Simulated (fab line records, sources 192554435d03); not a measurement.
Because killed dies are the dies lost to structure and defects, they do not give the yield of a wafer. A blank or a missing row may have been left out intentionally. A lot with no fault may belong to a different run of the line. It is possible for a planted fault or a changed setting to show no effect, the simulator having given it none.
A struck lot beside a sound one -- flow n5 finfet -- 37 steps out of a route of 1938
Sound: these wafers, L490.2, L490.4, L490.6. Wafers L485.1, L485.5, L485.6 were the ones struck. The cause is given at the end.
Per side, at each step with rows, come the tool, then ch with its chambers, and then its first start. Under that, the readings that differ: sound wafers -- struck wafers -- difference of the means -- sigmas: that difference in standard deviations of wafers without a fault.
alike: same words and numbers on both sides, and readings whose means sit less than 2 such deviations apart. not compared: any withheld reading, any reading some wafer has no value for, any bound like >300 that may hide the same value, and any number with overlapping values for which the record gives no deviation.
The two part at a step that has a row with sigmas, a row that says differs or no value, or rows on one side only. Numbers that have no deviation but don't overlap get no sigmas and don't part them. A reading that every wafer of one side lacks parts them only if that side has two wafers or more.

first, 9 steps without rows for these wafers: N5_BEOL_M4_ANNEAL_95 (time 240 s); N5_BEOL_M4_SPUTTER_96 (material Cu, target thk 4.5 nm, time 8.29 s); N5_BEOL_M4_ECD_50 (material Cu, target thk 300 nm); N5_BEOL_M4_ANNEAL_51 (time 90 s); N5_BEOL_M4_CMP_52 (polishes, stops on SiOC, t overpolish 6.8 s, target thk 40 nm); N5_BEOL_M4_PRE_CLEAN_60 (time 15 s); N5_BEOL_M4_CO_CAP_55 (material Co, precursor CCTBA/H2, target thk 2 nm, time 102.1 s); N5_BEOL_M4_PRE_CLEAN_56 (time 15 s); N5_BEOL_M4_DEP_57 (deposits SiCN from 3MS/NH3, target thk 8 nm, time 14 s).
N5_BEOL_M4_RC_MEAS_101:
  sound on prober-02 ch 0, day 14 05:16; struck on prober-01 ch 0, day 12 10:23
  alike: DIBL_N, DIBL_P, IOFF_N, IOFF_P, ION_N, ION_P, SS_N, SS_P, VT_N, VT_P
then, 24 steps without rows for these wafers: N5_BEOL_M5_ILD_DEP_00 (deposits SiCOH lowk from DEMS/porogen, target thk 140.64 nm, time 25.9 s); N5_BEOL_M5_CURE_79 (cures SiCOH lowk, time 240 s); N5_BEOL_M5_PECVD_70 (deposits SiO2 from TEOS/O2, target thk 16 nm, time 18 s); N5_BEOL_M5_HM_DEP_02 (deposits TiN, target thk 20 nm); N5_BEOL_M5_COAT_59 (time 60 s, resist thk 60 nm); N5_BEOL_M5_COAT_60 (time 60 s, resist thk 12 nm); N5_BEOL_M5_COAT_71 (time 60 s, resist thk 5 nm); N5_BEOL_M5_COAT_05 (resist thk 30 nm); N5_BEOL_M5_EBR_07; N5_BEOL_M5_SOFTBAKE_06 (time 60 s); N5_BEOL_M5_EXPOSE_08 (exposes mask M5, target cd 28 nm); N5_BEOL_M5_PEB_09 (peb time 60 s); N5_BEOL_M5_DEVELOP_10 (develop time 30 s); N5_BEOL_M5_DESCUM_16 (chemistry O2, time 7 s); N5_BEOL_M5_ETCH_72 (etches underlayer in N2/H2, target depth 6.5 nm, time 5.2 s); N5_BEOL_M5_ETCH_61 (etches SiARC in CF4, target depth 15.6 nm, time 26 s); N5_BEOL_M5_ETCH_62 (etches SOC in N2/H2, target depth 75 nm, overetch 15 nm, time 112.5 s); N5_BEOL_M5_STRIP_63 (strips in N2/H2); N5_BEOL_M5_STRIP_73 (strips in N2/H2); N5_BEOL_M5_STRIP_64 (strips in CF4); N5_BEOL_M5_HM_OPEN_17 (chemistry Cl2/BCl3, target TiN, target depth 20 nm, overetch 6 nm); N5_BEOL_M5_STRIP_19 (strips in O2); N5_BEOL_M5_COAT_65 (time 60 s, resist thk 60 nm); N5_BEOL_M5_COAT_66 (time 60 s, resist thk 12 nm).
N5_BEOL_M9_STRIP_36: strips in N2/H2.
  sound on rie diel-06 ch 2,3, day 16 02:23; struck on rie diel-05 ch 1,2, day 14 02:26
  no value came back on the struck wafers for any of 9 readings (bias power w (W), chamber pressure mTorr (mTorr) and others); on the sound wafers bias power w (W) reads 6.983 7.004 6.956
reading,sound,struck,difference,sigmas
model.SOC_of_BEOL_M9_COAT_63.thk nm (nm),0 0 0,51.2 51.2 50.6,+51.0,
  not compared: rf hours counter h
N5_BEOL_M9_ETCH_41: etches SiCN in CH3F/O2, target depth 36.6 nm, time 70.1 s.
  sound on rie diel-06 ch 2,3; struck on rie diel-05 ch 1,2, day 14 02:31
reading,sound,struck,difference,sigmas
throttle valve pct (%),16.81 16.54 16.82,16.28 16.26 15.82,-0.60,-2
model.SOC_of_BEOL_M9_COAT_63.thk nm (nm),0 0 0,29 28.8 27.6,+28,
  alike: drypump motor current A, oes product au, rf vpp V, showerhead plenum p Torr
  not compared: rf hours counter h
-- the record jumps here: 2 days lie between the struck wafers' starts before and after (it left off in module BEOL_M9 and takes up again in module PASSIVATION, whose first step shown is number 1936 of the route) --
N5_PASSIVATION_PROBE_49:
  sound: prober-02 at day 18 10:49; struck: prober-01 at day 16 10:15
reading,sound,struck,difference,sigmas
defect limited yield (%),91.0 89.5 89.9,0 0 0,-90,-60
killed_at_M4_up,8 20 16,1084 1088 1106,+1078,+99 or more
killed dies,106 124 119,1180 1180 1180,+1064,+63
killed on rim,20 18 15,152 152 152,+134,+31
sort_bin_5_function (%),5.1 5.5 5.6,96.7 96.2 96.6,+91.1,+95
sort n pass,1074 1056 1061,0 0 0,-1064,-59
sort yield pct (%),91.0 89.5 89.9,0 0 0,-90,-60
  alike: killed_at_M0_to_M3, killed at contacts, killed at front end, killed at other, killed open, killed short, sort_bin_6_memory

WHERE THEY PART
At N5_BEOL_M9_STRIP_36 first; at N5_PASSIVATION_PROBE_49 last (within this record only).

WHY: what had been put in by the simulator
Entire step skipped (rie diel-05, N5_BEOL_M9_STRIP_36), from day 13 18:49 onward. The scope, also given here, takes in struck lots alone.
